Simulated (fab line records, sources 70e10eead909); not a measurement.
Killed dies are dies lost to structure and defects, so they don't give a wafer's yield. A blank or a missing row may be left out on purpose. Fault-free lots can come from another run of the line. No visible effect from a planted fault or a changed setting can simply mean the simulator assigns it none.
Which tool did it?	flow nand-harc	12 lots with 36 wafers sampled at 4 steps, on a route of 1302 steps

WHAT THE GAUGES SHOWED, per wafer
NHARC_A_ONON_D2_THK_MEAS_18: measures by ellipsometry. Usual: 1000 nm for thk-nm, sd 8.4.
lot	measured	on	thk-nm (nm)	flag
L783	day 12 19:10	film-metro-01	993 992 993	
L785	day 13 20:36	film-metro-02	1021 1023 1023	
L789	day 15 03:21	film-metro-02	1001 1002 999	
L790	day 15 10:21	film-metro-01	864 868 994	OFF
L792	day 16 13:56	film-metro-02	861 991 992	OFF
L798	day 19 01:58	film-metro-01	1004 1002 1004	
L796	day 19 12:34	film-metro-01	995 993 994	
L800	day 20 00:32	film-metro-01	988 988 987	
L802	day 21 17:51	film-metro-01	990 990 990	
L805	day 21 23:01	film-metro-01	1012 1011 1011	
L804	day 21 23:01	film-metro-02	1001 1001 1000	
L806	day 22 12:55	film-metro-02	989 991 992	

WHICH TOOL RAN EACH LOT (tool, then ch and the chambers of the sampled wafers, then the start)
lot	NHARC_A_CHANNEL_FILL_D1_ALD_14	NHARC_A_DECK1_JOINT_ETCHBACK_00	NHARC_A_ONON_D2_DEP_16
L783	ald-hk-03 ch 0,2,3, day 9 03:11	rie-si-04 ch 0,2,3, day 11 07:03	pecvd-onon-01 ch 0, day 12 18:40
L785	ald-hk-04 ch 0,2,3, day 10 06:40	rie-si-01 ch 0,2,3, day 12 07:35	pecvd-onon-04 ch 0, day 13 20:05
L789	ald-hk-01 ch 0,1,3, day 11 15:43	rie-si-06 ch 0,1, day 13 19:01	pecvd-onon-03 ch 0, day 15 02:50
L790	ald-hk-03 ch 2,3, day 11 22:20	rie-si-06 ch 1,2, day 14 02:31	pecvd-onon-04 ch 0, day 15 09:50
L792	ald-hk-01 ch 0,2, day 12 18:45	rie-si-01 ch 0,1,2, day 14 22:02	pecvd-onon-04 ch 0, day 16 13:29
L798	ald-hk-04 ch 1,2,3, day 15 08:40	rie-si-04 ch 2,3, day 17 12:19	pecvd-onon-04 ch 0, day 19 01:31
L796	ald-hk-01 ch 1,2,3, day 15 16:43	rie-si-06 ch 0,1,3, day 17 22:20	pecvd-onon-04 ch 0, day 19 12:04
L800	ald-hk-01 ch 0,1, day 16 04:27	rie-si-01 ch 1,2, day 18 10:04	pecvd-onon-04 ch 0, day 20 00:05
L802	ald-hk-01 ch 1,2,3, day 17 23:37	rie-si-01 ch 0,1,2, day 20 03:44	pecvd-onon-01 ch 0, day 21 17:20
L805	ald-hk-03 ch 0,1,2, day 18 07:04	rie-si-06 ch 0,1,2, day 20 11:23	pecvd-onon-01 ch 0, day 21 22:34
L804	ald-hk-01 ch 0,3, day 18 07:05	rie-si-01 ch 1,2,3, day 20 11:23	pecvd-onon-03 ch 0, day 21 22:34
L806	ald-hk-03 ch 2,3, day 18 16:33	rie-si-06 ch 2,3, day 21 01:24	pecvd-onon-04 ch 0, day 22 12:24
- NHARC_A_CHANNEL_FILL_D1_ALD_14: deposits SiO2, target thk 2.5 nm, pulse time 10 s, ald cycles 25.
- NHARC_A_DECK1_JOINT_ETCHBACK_00: etches the open film in HBr, target depth 30 nm, time 17.4 s.
- NHARC_A_ONON_D2_DEP_16: target thk 1000 nm.

AS READ BY THE TOOLS THEMSELVES (means over the sampled wafers that have a number; for cases with no such wafer, the mark the record gives instead)
NHARC_A_CHANNEL_FILL_D1_ALD_14. Usual: heater-power-outer-w 262 W, standard deviation 32; heater-power-w 472 W, standard deviation 48; precursor-pulse-height-rel 1.000, standard deviation 0.018.
lot	tool	heater-power-outer-w (W)	heater-power-w (W)	precursor-pulse-height-rel	flag
L783	ald-hk-03	274	485	1.009	
L785	ald-hk-04	269	483	1.025	
L789	ald-hk-01	259	478	0.993	
L790	ald-hk-03	305	538	0.985	
L792	ald-hk-01	250	453	0.993	
L798	ald-hk-04	260	472	0.993	
L796	ald-hk-01	265	472	0.998	
L800	ald-hk-01	233	434	1.003	
L802	ald-hk-01	262	469	1.018	
L805	ald-hk-03	284	514	0.985	
L804	ald-hk-01	281	492	0.991	
L806	ald-hk-03	304	529	1.002	

NHARC_A_DECK1_JOINT_ETCHBACK_00. Usual: drypump-motor-current-A 5.7 A, standard deviation 0.52; oes-product-au 0.997 a.u., standard deviation 0.0078; throttle-valve-pct 23.266 %, standard deviation 0.0092.
lot	tool	drypump-motor-current-A (A)	oes-product-au (a.u.)	throttle-valve-pct (%)	flag
L783	rie-si-04	5.5	0.995	23.260	
L785	rie-si-01	5.9	0.997	23.258	
L789	rie-si-06	5.2	0.992	23.259	
L790	rie-si-06	5.7	0.993	23.270	
L792	rie-si-01	6.2	0.991	23.270	
L798	rie-si-04	5.5	1.005	23.270	
L796	rie-si-06	5.7	1.001	23.259	
L800	rie-si-01	6.3	0.994	23.268	
L802	rie-si-01	6.2	0.992	23.273	
L805	rie-si-06	5.5	1.000	23.265	
L804	rie-si-01	5.8	0.992	23.258	
L806	rie-si-06	5.7	1.001	23.270	

THE ANSWER, worked out from the rows above alone
Rule: a lot counts as off when the mean over its wafers that have a number is more than 3 standard deviations away from the usual mean. Also off: a lot with no number at a reading for which 4 or more lots have one. The other lots that the step has rows for count as sound. The gauges are gone through in route order, then the tools' own readings, and for those a lot's mean is taken as printed above. The first step at which some lot is off is used, and at that step the reading that is off furthest; a lot without a number counts as furthest.
Off at NHARC_A_ONON_D2_THK_MEAS_18 (thk-nm): L790, L792.
A tool fits if, at a process step before that reading, it ran every lot that is off, and no sound lot after the first of them. Those tools and the gauges at NHARC_A_ONON_D2_THK_MEAS_18 are tried in the same way. Of those tried, none fits.

WHAT WAS PUT IN BY THE SIMULATOR
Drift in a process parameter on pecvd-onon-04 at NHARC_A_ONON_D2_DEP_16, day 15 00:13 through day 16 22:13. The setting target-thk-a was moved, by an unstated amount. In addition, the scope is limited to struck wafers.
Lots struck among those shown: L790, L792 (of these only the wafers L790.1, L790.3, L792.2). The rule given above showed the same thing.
